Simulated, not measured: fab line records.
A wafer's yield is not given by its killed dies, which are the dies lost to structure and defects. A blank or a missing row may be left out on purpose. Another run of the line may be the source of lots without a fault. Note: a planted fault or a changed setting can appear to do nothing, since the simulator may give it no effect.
Struck lot and sound lot, side by side -- flow n5Finfet -- 39 out of 1938 route steps
Sound: wafers L263.1, L263.2, L263.3. Struck: wafer L254.1 (L254.4, L254.6, from the same lot, were not struck and are left out); the cause is given at the end.
Each step with rows lists, per side, the tool, then ch with its chambers, then its first start. Under that, the readings that differ: sound wafers -- struck wafers -- difference of the means -- sigmas: that difference in standard deviations of wafers without a fault.
alike: readings whose means differ by less than 2 such deviations, and words and numbers that are the same on both sides. not compared: withheld readings, readings that some wafer has no value for, bounds like >300 that may hide the same value, and numbers for which the record gives no deviation and whose values overlap.
The two part at a step that has a row with sigmas, a row that says differs or no value, or rows on one side only. Non-overlapping numbers with no deviation appear without sigmas and do not part them. A reading missing from all wafers of one side parts the sides only when that side holds two or more wafers.

first, 9 steps without rows for these wafers: N5_BEOL_M1_COAT_22 (resist thk 30 nm); N5_BEOL_M1_EBR_24; N5_BEOL_M1_SOFTBAKE_23 (time 60 s); N5_BEOL_M1_EXPOSE_25 (exposes mask V0, defocus 5 nm, target cd 24 nm); N5_BEOL_M1_PEB_26 (peb time 60 s); N5_BEOL_M1_DEVELOP_27 (develop time 30 s); N5_BEOL_M1_DESCUM_33 (chemistry O2, time 7 s); N5_BEOL_M1_ETCH_77 (etches underlayer in N2/H2, target depth 6.5 nm, time 5.2 s); N5_BEOL_M1_ETCH_69 (etches SiARC in CF4, target depth 15.6 nm, time 26 s).
N5_BEOL_M1_ALD_98: deposits SiO2, target thk 2.5 nm, pulse time 1 s, co reactant pulse time 1 s.
  sound on aldSin-04 ch 0,1,2, day 10 22:32; struck on aldSin-02 ch 2, day 8 19:41
reading,sound,struck,difference,sigmas
aldCycles,17 17 17,28,+11,
model.SiO2_of_BEOL_M1_ALD_98.thkNm (nm),2.4 2.4 2.4,4.2,+1.8,
  alike: heaterPowerW, precursorPulseHeightRel
then, 4 steps without rows for these wafers: N5_BEOL_M1_ETCHBACK_99 (etches SiO2 in CHF3, target depth 5 nm, time 10.4 s); N5_BEOL_M1_ETCH_70 (etches SOC in N2/H2, target depth 80 nm, overetch 16 nm, time 120 s); N5_BEOL_M1_STRIP_71 (strips in N2/H2); N5_BEOL_M1_STRIP_78 (strips in N2/H2).
N5_BEOL_M1_VIA_ETCH_34: etches the open film in C4F6/O2, target depth 67.8 nm, time 64.4 s.
  sound on rieDiel-01 ch 1,2,3, day 11 00:53; struck on rieDiel-03 ch 3, day 8 19:56
reading,sound,struck,difference,sigmas
rfHoursCounterH (h),196 197 180,200,+9,
model.BEOL_M1.cdNm (nm),17.8 17.8 18.2,14.8,-3.1,
  alike: biasW, drypumpMotorCurrentA, oesProductAu, rfVppV, showerheadPlenumPTorr, throttleValvePct
then, 22 steps without rows for these wafers: N5_BEOL_M1_STRIP_83 (strips in C4F6/O2); N5_BEOL_M1_STRIP_36 (strips in N2/H2); N5_BEOL_M1_TRENCH_ETCH_37 (etches SiOC in C4F6/O2, target depth 55.207 nm, time 29 s); N5_BEOL_M1_ETCH_41 (etches SiCN in CH3F/O2, target depth 31.9 nm, time 57.8 s); N5_BEOL_M1_STRIP_97 (strips in N2/H2, time 10 s); N5_BEOL_M1_HM_STRIP_39 (strips TiN in peroxide tin strip, target depth 25 nm, time 158 s); N5_BEOL_M1_SRD_40 (time 30 s); N5_BEOL_M1_PRECLEAN_42 (cleans in residue remover, time 60 s); N5_BEOL_M1_SRD_43 (time 30 s); N5_BEOL_M1_DEGAS_44 (time 60 s); N5_BEOL_M1_PRE_CLEAN_45 (time 30 s); N5_BEOL_M1_ALD_84 (deposits TaN, pulse time 2 s, purge time 3 s, co reactant purge time 2 s); N5_BEOL_M1_SURFACE_TREAT_85; N5_BEOL_M1_CVD_47 (deposits Co from CCTBA/H2, target thk 3 nm, time 223.8 s); N5_BEOL_M1_SPUTTER_48 (material Cu, target thk 4.5 nm, time 8.29 s); N5_BEOL_M1_ANNEAL_49 (time 240 s); N5_BEOL_M1_SPUTTER_79 (material Cu, target thk 4.5 nm, time 8.29 s); N5_BEOL_M1_ANNEAL_80 (time 240 s); N5_BEOL_M1_SPUTTER_81 (material Cu, target thk 4.5 nm, time 8.29 s); N5_BEOL_M1_ANNEAL_82 (time 240 s); N5_BEOL_M1_SPUTTER_86 (material Cu, target thk 4.5 nm, time 8.29 s); N5_BEOL_M1_ANNEAL_87 (time 240 s).
N5_BEOL_M4_RC_MEAS_101:
  the record has rows for the sound wafers here (prober-01 ch 0, day 13 22:36) and none for the struck ones
-- the record jumps here: 7 days lie between the struck wafers' starts before and after (it left off in module BEOL_M4 and takes up again in module PASSIVATION, whose first step shown is number 1936 of the route) --
N5_PASSIVATION_PROBE_49:
  struck on prober-01, day 15 19:14; sound on prober-02, day 19 02:23
reading,sound,struck,difference,sigmas
defectLimitedYield (%),91.6 90.5 91.4,39.3,-51.9,-37
killed_at_M0_to_M3,26 30 27,638,+610,+55
killedDies,99 112 102,716,+612,+38
killedOnRim,11 15 15,131,+117,+27
sort_bin_5_function (%),4.9 5.8 4.9,56.0,+50.8,+57
sortNPass,1081 1068 1078,464,-612,-38
sortYieldPct (%),91.6 90.5 91.4,39.3,-51.9,-37
  alike: killed_at_M4_up, killedAtContacts, killedAtFrontEnd, killedAtOther, killedOpen, killedShort, sort_bin_6_memory, sort_bin_8_speed

## WHERE THEY PART
Last at N5_PASSIVATION_PROBE_49 as far as this record goes, first at N5_BEOL_M4_RC_MEAS_101.

WHY: the cause the simulator had injected
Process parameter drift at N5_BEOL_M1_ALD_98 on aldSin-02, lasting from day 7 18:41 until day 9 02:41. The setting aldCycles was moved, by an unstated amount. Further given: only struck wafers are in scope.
